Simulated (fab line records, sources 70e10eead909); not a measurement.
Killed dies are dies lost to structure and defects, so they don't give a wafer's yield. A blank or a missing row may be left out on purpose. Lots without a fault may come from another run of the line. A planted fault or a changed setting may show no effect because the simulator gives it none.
Chamber matching | flow nand_harc | NHARC_P_M0_CMP_23 on cmp-03: 4 sister chambers
The step polishes, t overpolish 20 s, target thk 117.54 nm. 4 wafers are shown with their chamber, then 6 later ones without.

WAFERS WITH THEIR CHAMBER
wafer  | chamber | motor_current_A (A)
L497.2 | 1       | 12.5
L498.1 | 2       | 11.5
L498.2 | 0       | 13.5
L500.5 | 3       | 13.0

WAFERS WITHOUT THEIR CHAMBER
wafer  | motor_current_A (A)
L500.6 | 12.9
L502.1 | 12.7
L502.5 | 11.9
L502.6 | 12.6
L506.3 | 13.9
L506.5 | 12.2

WHICH CHAMBER EACH WENT THROUGH
wafer  | from the rows above          | in truth
L500.6 | can't be placed: 3 or 1 or 0 | 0
L502.1 | can't be placed: 1 or 3      | 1
L502.5 | can't be placed: 2 or 1      | 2
L502.6 | can't be placed: 1 or 3      | 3
L506.3 | can't be placed: 0 or 3      | 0
L506.5 | can't be placed: 1 or 2 or 3 | 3
Placed correctly: 0 of 6. Can't be placed from these rows: 6 (the true chamber is among the candidates in 6). Placed wrongly: 0.
How it was worked out, from the rows above alone: a wafer's distance from a chamber is the root of the sum, over the readings, of the square of ((its reading less the chamber's mean) divided by the reading's scatter). The wafer belongs to the nearest chamber; if the next one is less than 2 further off, it can't be placed. A chamber's mean is the mean of its shown wafers. The scatter: with one shown wafer a chamber, the root of the mean of the squares of how far each hidden wafer lies from its nearest shown one.
